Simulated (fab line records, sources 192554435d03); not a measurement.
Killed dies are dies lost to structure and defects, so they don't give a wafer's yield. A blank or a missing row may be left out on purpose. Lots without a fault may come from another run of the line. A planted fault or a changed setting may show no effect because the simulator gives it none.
Which tool did it? | flow n5_finfet | 24 lots, 72 wafers sampled, at 6 steps of a route of 1938

WHAT THE GAUGES READ, wafer by wafer
The record holds no reading of a measuring or inspecting step that can be judged against a usual standard deviation.

WHICH TOOL RAN EACH LOT (tool, then ch and the chambers of the sampled wafers, then the start)
lot  | N5_BEOL_M1_STRIP_36                | N5_BEOL_M1_STRIP_97                           | N5_BEOL_M1_SURFACE_TREAT_85  | N5_BEOL_M1_SPUTTER_79        | N5_BEOL_M2_PECVD_72             | N5_BEOL_M2_HM_DEP_02
L075 | rie_diel-01 ch 0,1,3, day 6 12:25  | rie_diel-01 ch 0,1,3, day 6 13:20 or earlier  | pvd_sputter-02, day 6 13:20  | pvd_sputter-02, day 6 13:47  | pecvd-04 ch 0,1,2, day 6 16:35  | pvd_sputter-01, day 6 16:38
L074 | rie_diel-01 ch 0,1,2, day 6 15:27  | rie_diel-01 ch 0,1,2, day 6 16:37 or earlier  | pvd_sputter-03, day 6 16:37  | pvd_sputter-02, day 6 17:05  | pecvd-02 ch 1,2, day 6 19:56    | pvd_sputter-02, day 6 20:16
L076 | rie_diel-06 ch 0,1, day 6 20:56    | rie_diel-06 ch 0,1, day 6 22:12 or earlier    | pvd_sputter-03, day 6 22:12  | pvd_sputter-03, day 6 22:42  | pecvd-02 ch 0,1, day 7 02:39    | pvd_sputter-01, day 7 02:58
L077 | rie_diel-01 ch 1,2, day 7 02:04    | rie_diel-01 ch 1,2, day 7 03:25 or earlier    | pvd_sputter-01, day 7 03:25  | pvd_sputter-01, day 7 04:10  | pecvd-02 ch 0,1,2, day 7 06:56  | pvd_sputter-02, day 7 07:18
L079 | rie_diel-01 ch 0,2,3, day 7 13:39  | rie_diel-01 ch 0,2,3, day 7 14:43 or earlier  | pvd_sputter-02, day 7 14:43  | pvd_sputter-03, day 7 15:13  | pecvd-02 ch 1,2, day 7 17:58    | pvd_sputter-01, day 7 18:23
L078 | rie_diel-01 ch 0,3, day 7 17:07    | rie_diel-01 ch 0,3, day 7 18:29 or earlier    | pvd_sputter-01, day 7 18:29  | pvd_sputter-03, day 7 19:01  | pecvd-02 ch 0,1,2, day 7 21:46  | pvd_sputter-01, day 7 22:11
L080 | rie_diel-02 ch 2,3, day 7 18:22    | rie_diel-02 ch 2,3, day 7 19:37 or earlier    | pvd_sputter-02, day 7 19:37  | pvd_sputter-03, day 7 20:51  | pecvd-01 ch 0,1,2, day 7 23:46  | pvd_sputter-03, day 8 00:10
L081 | rie_diel-06 ch 0,1, day 8 05:11    | rie_diel-06 ch 0,1, day 8 06:12 or earlier    | pvd_sputter-01, day 8 06:12  | pvd_sputter-01, day 8 06:42  | pecvd-02 ch 0,1, day 8 09:28    | pvd_sputter-02, day 8 10:37
L082 | rie_diel-02 ch 1,2,3, day 8 10:13  | rie_diel-02 ch 1,2,3, day 8 11:13 or earlier  | pvd_sputter-01, day 8 11:13  | pvd_sputter-02, day 8 11:40  | pecvd-01 ch 0,1, day 8 14:32    | pvd_sputter-01, day 8 14:35
L083 | rie_diel-06 ch 0,2,3, day 8 16:04  | rie_diel-06 ch 0,2,3, day 8 16:47 or earlier  | pvd_sputter-01, day 8 16:47  | pvd_sputter-03, day 8 17:16  | pecvd-02 ch 0,2, day 8 20:01    | pvd_sputter-01, day 8 21:23
L084 | rie_diel-06 ch 0,1,2, day 9 04:36  | rie_diel-06 ch 0,1,2, day 9 05:58 or earlier  | pvd_sputter-02, day 9 05:58  | pvd_sputter-03, day 9 06:24  | pecvd-04 ch 1,2, day 9 09:46    | pvd_sputter-02, day 9 09:50
L087 | rie_diel-02 ch 0,1, day 9 19:05    | rie_diel-02 ch 0,1, day 9 20:52 or earlier    | pvd_sputter-03, day 9 20:52  | pvd_sputter-03, day 9 21:28  | pecvd-04 ch 0,1, day 10 00:14   | pvd_sputter-03, day 10 00:23
L085 | rie_diel-02 ch 0,2,3, day 10 01:28 | rie_diel-02 ch 0,2,3, day 10 02:11 or earlier | pvd_sputter-01, day 10 02:11 | pvd_sputter-02, day 10 02:37 | pecvd-04 ch 0,1, day 10 05:23   | pvd_sputter-01, day 10 07:34
L086 | rie_diel-06 ch 0,1,3, day 10 02:49 | rie_diel-06 ch 0,1,3, day 10 04:12 or earlier | pvd_sputter-03, day 10 04:12 | pvd_sputter-03, day 10 04:47 | pecvd-02 ch 0,2, day 10 07:34   | pvd_sputter-01, day 10 08:43
L088 | rie_diel-02 ch 0,1, day 10 14:50   | rie_diel-02 ch 0,1, day 10 15:33 or earlier   | pvd_sputter-03, day 10 15:33 | pvd_sputter-03, day 10 15:59 | pecvd-04 ch 0,2, day 10 18:44   | pvd_sputter-01, day 10 19:35
L089 | rie_diel-06 ch 1,3, day 10 14:55   | rie_diel-06 ch 1,3, day 10 15:39 or earlier   | pvd_sputter-01, day 10 15:39 | pvd_sputter-01, day 10 16:07 | pecvd-04 ch 0,2, day 10 18:53   | pvd_sputter-01, day 10 19:41
L091 | rie_diel-01 ch 2,3, day 10 15:07   | rie_diel-01 ch 2,3, day 10 15:52 or earlier   | pvd_sputter-01, day 10 15:52 | pvd_sputter-02, day 10 16:23 | pecvd-02 ch 0,1,2, day 10 19:09 | pvd_sputter-01, day 10 19:47
L090 | rie_diel-02 ch 0,2,3, day 10 17:51 | rie_diel-02 ch 0,2,3, day 10 18:52 or earlier | pvd_sputter-03, day 10 18:52 | pvd_sputter-02, day 10 19:35 | pecvd-01 ch 0,2, day 10 22:21   | pvd_sputter-01, day 10 23:18
L092 | rie_diel-06 ch 2,3, day 10 22:51   | rie_diel-06 ch 2,3, day 10 23:50 or earlier   | pvd_sputter-01, day 10 23:50 | pvd_sputter-03, day 11 00:28 | pecvd-02 ch 0,2, day 11 03:13   | pvd_sputter-01, day 11 03:29
L093 | rie_diel-06 ch 0,1,2, day 11 01:49 | rie_diel-06 ch 0,1,2, day 11 03:01 or earlier | pvd_sputter-02, day 11 03:01 | pvd_sputter-02, day 11 03:33 | pecvd-02 ch 1,2, day 11 06:18   | pvd_sputter-03, day 11 07:13
L094 | rie_diel-06 ch 1,2,3, day 11 06:08 | rie_diel-06 ch 1,2,3, day 11 07:59 or earlier | pvd_sputter-03, day 11 07:59 | pvd_sputter-03, day 11 08:40 | pecvd-01 ch 0,2, day 11 11:25   | pvd_sputter-02, day 11 11:53
L095 | rie_diel-01 ch 1,2,3, day 11 11:22 | rie_diel-01 ch 1,2,3, day 11 12:33 or earlier | pvd_sputter-02, day 11 12:33 | pvd_sputter-01, day 11 14:30 | pecvd-04 ch 0,2, day 11 17:39   | pvd_sputter-01, day 11 20:59
L096 | rie_diel-02 ch 0,3, day 11 20:36   | rie_diel-02 ch 0,3, day 11 21:52 or earlier   | pvd_sputter-03, day 11 21:52 | pvd_sputter-02, day 11 22:28 | pecvd-02 ch 0,1,2, day 12 01:37 | pvd_sputter-03, day 12 03:22
L097 | rie_diel-01 ch 1,2,3, day 12 08:00 | rie_diel-01 ch 1,2,3, day 12 09:04 or earlier | pvd_sputter-01, day 12 09:04 | pvd_sputter-01, day 12 09:38 | pecvd-01 ch 0,2, day 12 12:58   | pvd_sputter-03, day 12 15:41
- N5_BEOL_M1_STRIP_36: strips in N2/H2.
- N5_BEOL_M1_STRIP_97: strips in N2/H2, time 10 s.
- N5_BEOL_M1_SURFACE_TREAT_85
- N5_BEOL_M1_SPUTTER_79: material Cu, target thk 4.5 nm, time 8.29 s.
- N5_BEOL_M2_PECVD_72: deposits SiO2 from TEOS/O2, target thk 16 nm, time 18 s.
- N5_BEOL_M2_HM_DEP_02: deposits TiN, target thk 20 nm.

WHAT THE TOOLS THEMSELVES READ (means of the sampled wafers that have a number; where no wafer has one, the mark that the record gives instead)
N5_BEOL_M1_STRIP_36. Usual: drypump_motor_current_A 5.5 A, standard deviation 0.35; h2_flow_sccm 200.1 sccm, standard deviation 0.61; oes_product_au 0.76 a.u., standard deviation 0.09; power_w 450.2 W, standard deviation 1.3; rf_vpp_V 59.2 V, standard deviation 1.6; showerhead_plenum_p_Torr 2.55 Torr, standard deviation 0.073; throttle_valve_pct 23.7 %, standard deviation 0.35.
lot  | tool        | drypump_motor_current_A (A) | h2_flow_sccm (sccm) | oes_product_au (a.u.) | power_w (W) | rf_vpp_V (V) | showerhead_plenum_p_Torr (Torr) | throttle_valve_pct (%) | flag
L075 | rie_diel-01 | 5.3                         | 200.2               | 0.79                  | 447.9       | 60.8         | 2.57                            | 23.6                   |
L074 | rie_diel-01 | 5.6                         | 200.8               | 0.79                  | 449.9       | 59.4         | 2.58                            | 23.8                   |
L076 | rie_diel-06 | 5.7                         | 199.9               | 0.72                  | 449.1       | 60.5         | 2.64                            | 24.0                   |
L077 | rie_diel-01 | 5.7                         | 200.8               | 0.73                  | 449.7       | 59.8         | 2.56                            | 23.9                   |
L079 | rie_diel-01 | 5.5                         | 199.8               | 0.77                  | 450.9       | 60.0         | 2.53                            | 23.8                   |
L078 | rie_diel-01 | 5.2                         | 199.9               | 0.76                  | 449.1       | 59.9         | 2.53                            | 23.7                   |
L080 | rie_diel-02 | 5.7                         | 199.6               | 0.70                  | 451.0       | 58.2         | 2.53                            | 23.8                   |
L081 | rie_diel-06 | 5.5                         | 201.0               | 0.74                  | 450.5       | 57.8         | 2.65                            | 24.0                   |
L082 | rie_diel-02 | 5.8                         | 200.5               | 0.70                  | 450.2       | 59.4         | 2.52                            | 23.5                   |
L083 | rie_diel-06 | 5.1                         | 200.2               | 0.78                  | 450.1       | 58.5         | 2.53                            | 23.7                   |
L084 | rie_diel-06 | 5.5                         | 200.2               | 0.76                  | 450.1       | 60.2         | 2.62                            | 23.8                   |
L087 | rie_diel-02 | 5.9                         | 200.1               | 0.76                  | 450.4       | 59.3         | 2.52                            | 23.3                   |
L085 | rie_diel-02 | 5.8                         | 199.4               | 0.84                  | 451.5       | 61.4         | 2.54                            | 23.3                   |
L086 | rie_diel-06 | 5.4                         | 200.1               | 0.71                  | 450.1       | 59.7         | 2.55                            | 23.9                   |
L088 | rie_diel-02 | 5.9                         | 200.5               | 0.76                  | 449.7       | 57.5         | 2.52                            | 23.3                   |
L089 | rie_diel-06 | 5.3                         | 199.5               | 0.69                  | 450.1       | 59.1         | 2.46                            | 23.9                   |
L091 | rie_diel-01 | 5.4                         | 200.0               | 0.68                  | 451.2       | 57.7         | 2.50                            | 23.9                   |
L090 | rie_diel-02 | 5.7                         | 199.2               | 0.83                  | 450.7       | 58.9         | 2.54                            | 23.3                   |
L092 | rie_diel-06 | 5.0                         | 201.1               | 0.79                  | 451.9       | 59.0         | 2.50                            | 23.5                   |
L093 | rie_diel-06 | 5.4                         | 200.8               | 0.76                  | 450.4       | 61.0         | 2.61                            | 23.8                   |
L094 | rie_diel-06 | 5.3                         | 199.9               | 0.74                  | 450.1       | 59.8         | 2.52                            | 23.8                   |
L095 | rie_diel-01 | 5.5                         | 200.3               | 0.70                  | 449.3       | 57.8         | 2.54                            | 23.9                   |
L096 | rie_diel-02 | 5.9                         | 199.8               | 0.88                  | 451.0       | 59.0         | 2.53                            | 23.2                   |
L097 | rie_diel-01 | 5.5                         | 199.9               | 0.69                  | 450.6       | 60.1         | 2.54                            | 23.8                   |

N5_BEOL_M1_STRIP_97. Usual: drypump_motor_current_A 5.5 A, standard deviation 0.35; h2_flow_sccm 200.0 sccm, standard deviation 0.62; oes_product_au 0.76 a.u., standard deviation 0.091; rf_vpp_V 59.2 V, standard deviation 0.88; showerhead_plenum_p_Torr 2.55 Torr, standard deviation 0.073; throttle_valve_pct 23.7 %, standard deviation 0.35.
lot  | tool        | drypump_motor_current_A (A) | h2_flow_sccm (sccm) | oes_product_au (a.u.) | rf_vpp_V (V) | showerhead_plenum_p_Torr (Torr) | throttle_valve_pct (%) | flag
L075 | rie_diel-01 | 5.3                         | 199.9               | 0.79                  | 59.3         | 2.57                            | 23.6                   |
L074 | rie_diel-01 | 5.6                         | 200.6               | 0.80                  | 60.0         | 2.58                            | 23.8                   |
L076 | rie_diel-06 | 5.8                         | 200.7               | 0.72                  | 60.5         | 2.64                            | 24.0                   |
L077 | rie_diel-01 | 5.8                         | 199.8               | 0.74                  | 59.3         | 2.56                            | 23.9                   |
L079 | rie_diel-01 | 5.5                         | 199.6               | 0.77                  | 59.1         | 2.53                            | 23.8                   |
L078 | rie_diel-01 | 5.2                         | 199.3               | 0.76                  | 59.9         | 2.53                            | 23.7                   |
L080 | rie_diel-02 | 5.7                         | 200.6               | 0.71                  | 59.4         | 2.53                            | 23.7                   |
L081 | rie_diel-06 | 5.5                         | 199.9               | 0.74                  | 59.7         | 2.65                            | 24.0                   |
L082 | rie_diel-02 | 5.8                         | 198.8               | 0.70                  | 59.4         | 2.52                            | 23.5                   |
L083 | rie_diel-06 | 5.1                         | 199.2               | 0.78                  | 58.8         | 2.53                            | 23.7                   |
L084 | rie_diel-06 | 5.4                         | 199.6               | 0.78                  | 58.8         | 2.62                            | 23.8                   |
L087 | rie_diel-02 | 5.9                         | 199.7               | 0.76                  | 58.6         | 2.52                            | 23.3                   |
L085 | rie_diel-02 | 5.7                         | 199.4               | 0.85                  | 58.8         | 2.54                            | 23.3                   |
L086 | rie_diel-06 | 5.4                         | 200.5               | 0.71                  | 59.9         | 2.55                            | 23.9                   |
L088 | rie_diel-02 | 5.9                         | 199.8               | 0.74                  | 59.0         | 2.52                            | 23.3                   |
L089 | rie_diel-06 | 5.3                         | 200.0               | 0.69                  | 58.2         | 2.46                            | 23.9                   |
L091 | rie_diel-01 | 5.4                         | 200.5               | 0.70                  | 59.3         | 2.50                            | 23.9                   |
L090 | rie_diel-02 | 5.7                         | 199.8               | 0.83                  | 59.4         | 2.54                            | 23.3                   |
L092 | rie_diel-06 | 5.0                         | 200.4               | 0.79                  | 59.0         | 2.50                            | 23.5                   |
L093 | rie_diel-06 | 5.4                         | 200.4               | 0.76                  | 58.2         | 2.61                            | 23.8                   |
L094 | rie_diel-06 | 5.3                         | 199.8               | 0.74                  | 58.6         | 2.52                            | 23.8                   |
L095 | rie_diel-01 | 5.5                         | 200.8               | 0.70                  | 59.1         | 2.54                            | 23.9                   |
L096 | rie_diel-02 | 5.8                         | 200.1               | 0.89                  | 58.9         | 2.53                            | 23.3                   |
L097 | rie_diel-01 | 5.5                         | 199.3               | 0.69                  | 59.1         | 2.54                            | 23.9                   |

N5_BEOL_M1_SPUTTER_79. Usual: throttle_valve_pct 30.0 %, standard deviation 0.92.
lot  | tool           | throttle_valve_pct (%) | flag
L075 | pvd_sputter-02 | 29.9                   |
L074 | pvd_sputter-02 | 29.6                   |
L076 | pvd_sputter-03 | 31.2                   |
L077 | pvd_sputter-01 | 29.5                   |
L079 | pvd_sputter-03 | 29.7                   |
L078 | pvd_sputter-03 | 30.6                   |
L080 | pvd_sputter-03 | 29.7                   |
L081 | pvd_sputter-01 | 29.8                   |
L082 | pvd_sputter-02 | 30.1                   |
L083 | pvd_sputter-03 | 30.3                   |
L084 | pvd_sputter-03 | 30.1                   |
L087 | pvd_sputter-03 | 30.6                   |
L085 | pvd_sputter-02 | 29.8                   |
L086 | pvd_sputter-03 | 29.6                   |
L088 | pvd_sputter-03 | 30.0                   |
L089 | pvd_sputter-01 | 28.5                   |
L091 | pvd_sputter-02 | 30.2                   |
L090 | pvd_sputter-02 | 29.6                   |
L092 | pvd_sputter-03 | 30.3                   |
L093 | pvd_sputter-02 | 30.1                   |
L094 | pvd_sputter-03 | 30.4                   |
L095 | pvd_sputter-01 | 28.7                   |
L096 | pvd_sputter-02 | 30.6                   |
L097 | pvd_sputter-01 | 29.8                   |

N5_BEOL_M2_PECVD_72. Usual: heater_power_w 777 W, standard deviation 93; showerhead_plenum_p_Torr 8.79 Torr, standard deviation 0.055; throttle_valve_pct 23.1 %, standard deviation 0.98.
lot  | tool     | heater_power_w (W) | showerhead_plenum_p_Torr (Torr) | throttle_valve_pct (%) | flag
L075 | pecvd-04 | 744                | 8.84                            | 23.6                   |
L074 | pecvd-02 | 764                | 8.75                            | 22.4                   |
L076 | pecvd-02 | 749                | 8.81                            | 23.7                   |
L077 | pecvd-02 | 771                | 8.77                            | 23.1                   |
L079 | pecvd-02 | 767                | 8.73                            | 22.5                   |
L078 | pecvd-02 | 811                | 8.78                            | 23.1                   |
L080 | pecvd-01 | 715                | 8.83                            | 23.0                   |
L081 | pecvd-02 | 800                | 8.81                            | 23.8                   |
L082 | pecvd-01 | 767                | 8.81                            | 23.8                   |
L083 | pecvd-02 | 862                | 8.73                            | 22.7                   |
L084 | pecvd-04 | 771                | 8.83                            | 23.2                   |
L087 | pecvd-04 | 775                | 8.77                            | 23.5                   |
L085 | pecvd-04 | 765                | 8.79                            | 23.2                   |
L086 | pecvd-02 | 922                | 8.78                            | 23.1                   |
L088 | pecvd-04 | 712                | 8.85                            | 22.2                   |
L089 | pecvd-04 | 745                | 8.81                            | 23.1                   |
L091 | pecvd-02 | 792                | 8.76                            | 23.2                   |
L090 | pecvd-01 | 754                | 8.81                            | 22.6                   |
L092 | pecvd-02 | 841                | 8.73                            | 22.6                   |
L093 | pecvd-02 | 729                | 8.73                            | 22.5                   |
L094 | pecvd-01 | 744                | 8.81                            | 22.8                   |
L095 | pecvd-04 | 800                | 8.85                            | 22.1                   |
L096 | pecvd-02 | 833                | 8.76                            | 23.1                   |
L097 | pecvd-01 | 753                | 8.83                            | 22.1                   |

N5_BEOL_M2_HM_DEP_02. Usual: throttle_valve_pct 29.7 %, standard deviation 0.92.
lot  | tool           | throttle_valve_pct (%) | flag
L075 | pvd_sputter-01 | 29.0                   |
L074 | pvd_sputter-02 | 30.3                   |
L076 | pvd_sputter-01 | 28.5                   |
L077 | pvd_sputter-02 | 29.6                   |
L079 | pvd_sputter-01 | 29.0                   |
L078 | pvd_sputter-01 | 29.5                   |
L080 | pvd_sputter-03 | 30.5                   |
L081 | pvd_sputter-02 | 29.3                   |
L082 | pvd_sputter-01 | 29.6                   |
L083 | pvd_sputter-01 | 29.1                   |
L084 | pvd_sputter-02 | 30.1                   |
L087 | pvd_sputter-03 | 30.3                   |
L085 | pvd_sputter-01 | 29.3                   |
L086 | pvd_sputter-01 | 29.6                   |
L088 | pvd_sputter-01 | 28.9                   |
L089 | pvd_sputter-01 | 29.2                   |
L091 | pvd_sputter-01 | 29.7                   |
L090 | pvd_sputter-01 | 29.6                   |
L092 | pvd_sputter-01 | 29.0                   |
L093 | pvd_sputter-03 | 30.5                   |
L094 | pvd_sputter-02 | 30.2                   |
L095 | pvd_sputter-01 | 29.1                   |
L096 | pvd_sputter-03 | 29.9                   |
L097 | pvd_sputter-03 | 30.1                   |

THE ANSWER, worked out from the rows above alone
Rule: a lot is off if the mean of its wafers that have a number lies more than 3 standard deviations from the usual mean. A lot without any number at a reading at which 4 lots or more have one is off too. The other lots that the step has rows for count as sound. The gauges are gone through in route order, then the tools' own readings, and for those a lot's mean is taken as printed above. The first step at which some lot is off is used, and at that step the reading that is off furthest; a lot without a number counts as furthest.
No lot is off at any reading shown: from this, nothing can be told.

WHAT THE SIMULATOR HAD PUT IN
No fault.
